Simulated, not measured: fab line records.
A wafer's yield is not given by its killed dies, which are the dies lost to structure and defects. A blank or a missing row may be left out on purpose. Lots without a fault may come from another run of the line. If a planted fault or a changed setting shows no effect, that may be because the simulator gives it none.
Split-lot study :: flow n5 finfet :: 21 wafers read from 7 lots, route of 1938 steps

## ON THE SPLIT
At N5_BEOL_M3_TRENCH_ETCH_37 (etches SiOC in C4F6/O2, target depth 55.555 nm, time 29.2 s), the setting bias w was moved away from the recipe's 185 W on 5 of the 21 wafers read, by -9.6% to +10.7%. The other wafers ran this setting at the recipe's value.

Reading taken at the split's own step.

## THE READING
rf vpp V, in V, at N5_BEOL_M3_TRENCH_ETCH_37 (etches SiOC in C4F6/O2, target depth 55.555 nm, time 29.2 s). On this fab line, fault-free wafers typically give 663 V with a standard deviation of 8.2 V.

wafer: L076.3
tool, chamber at the split: rie diel-01, 3
bias w as run, W: 185
against the recipe: recipe
rf vpp V, V: 654
against lot-mates on the recipe: -

wafer: L076.4
tool, chamber at the split: rie diel-01, 1
bias w as run, W: 185
against the recipe: recipe
rf vpp V, V: 659
against lot-mates on the recipe: -

wafer: L076.6
tool, chamber at the split: rie diel-01, 1
bias w as run, W: 185
against the recipe: recipe
rf vpp V, V: 658
against lot-mates on the recipe: -

wafer: L077.3
tool, chamber at the split: rie diel-06, 3
bias w as run, W: 199.1
against the recipe: +7.6%
rf vpp V, V: 695
against lot-mates on the recipe: +30

wafer: L077.5
tool, chamber at the split: rie diel-06, 2
bias w as run, W: 185
against the recipe: recipe
rf vpp V, V: 665
against lot-mates on the recipe: -

wafer: L077.6
tool, chamber at the split: rie diel-06, 1
bias w as run, W: 199.1
against the recipe: +7.6%
rf vpp V, V: 691
against lot-mates on the recipe: +26

wafer: L078.4
tool, chamber at the split: rie diel-03, 3
bias w as run, W: 185
against the recipe: recipe
rf vpp V, V: 657
against lot-mates on the recipe: -

wafer: L078.5
tool, chamber at the split: rie diel-03, 1
bias w as run, W: 185
against the recipe: recipe
rf vpp V, V: 676
against lot-mates on the recipe: -

wafer: L078.6
tool, chamber at the split: rie diel-03, 2
bias w as run, W: 185
against the recipe: recipe
rf vpp V, V: 657
against lot-mates on the recipe: -

wafer: L083.3
tool, chamber at the split: rie diel-03, 0
bias w as run, W: 185
against the recipe: recipe
rf vpp V, V: 672
against lot-mates on the recipe: -

wafer: L083.5
tool, chamber at the split: rie diel-03, 2
bias w as run, W: 185
against the recipe: recipe
rf vpp V, V: 658
against lot-mates on the recipe: -

wafer: L083.6
tool, chamber at the split: rie diel-03, 3
bias w as run, W: 185
against the recipe: recipe
rf vpp V, V: 656
against lot-mates on the recipe: -

wafer: L090.3
tool, chamber at the split: rie diel-03, 0
bias w as run, W: 167.3
against the recipe: -9.6%
rf vpp V, V: 620
against lot-mates on the recipe: -37

wafer: L090.4
tool, chamber at the split: rie diel-03, 3
bias w as run, W: 185
against the recipe: recipe
rf vpp V, V: 657
against lot-mates on the recipe: -

wafer: L090.6
tool, chamber at the split: rie diel-03, 2
bias w as run, W: 167.3
against the recipe: -9.6%
rf vpp V, V: 606
against lot-mates on the recipe: -51

wafer: L094.2
tool, chamber at the split: rie diel-03, 1
bias w as run, W: 185
against the recipe: recipe
rf vpp V, V: 673
against lot-mates on the recipe: -

wafer: L094.3
tool, chamber at the split: rie diel-03, 2
bias w as run, W: 204.8
against the recipe: +10.7%
rf vpp V, V: 710
against lot-mates on the recipe: +46

wafer: L094.4
tool, chamber at the split: rie diel-03, 3
bias w as run, W: 185
against the recipe: recipe
rf vpp V, V: 656
against lot-mates on the recipe: -

wafer: L082.2
tool, chamber at the split: rie diel-03, 3
bias w as run, W: 185
against the recipe: recipe
rf vpp V, V: 654
against lot-mates on the recipe: -

wafer: L082.4
tool, chamber at the split: rie diel-03, 1
bias w as run, W: 185
against the recipe: recipe
rf vpp V, V: 676
against lot-mates on the recipe: -

wafer: L082.6
tool, chamber at the split: rie diel-03, 2
bias w as run, W: 185
against the recipe: recipe
rf vpp V, V: 657
against lot-mates on the recipe: -

FIT RESULTS
A straight line over all 21 wafers: rf vpp V changes by +4.67 V for each +1% of bias w; r = +0.94; the points scatter about the line by 7.7 V.
The same after taking each lot's own level away (the mean of its wafers on the recipe; 21 wafers): +4.26 V for each +1%; r = +0.94; scatter 7.2 V.
According to that fit, moving bias w by its largest amount changes the reading by 46 V.
The span of the lots' own levels, 657.0 to 665.0 V, comes to 1.0 times the standard deviation stated above.
Consequently the slope shifts little with the lot-to-lot level, the two slopes agreeing.
Check: for one of the wafers moved furthest among these (+10.7%), held out of the fit, the line's prediction against its lot-mates is +44.5 V. It came out at +45.5 V against them.
Tool readings at the split's step, against how far the setting was moved: rf vpp V r = +0.94.

## FURTHER SPLITS ON THESE WAFERS
Before the reading, these wafers also passed through other splits. Each is held against what the fit with the lots' levels taken away leaves over:
other split on the same wafers: N5_BEOL_M2_COAT_67 spin rpm
wafers away from the commonest value: 5
r with rf vpp V (lot level and that fit taken away): +0.19

## THE FILE'S OWN FIT
rf vpp V changes by +4.28 V for each +1% of bias w, r = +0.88.
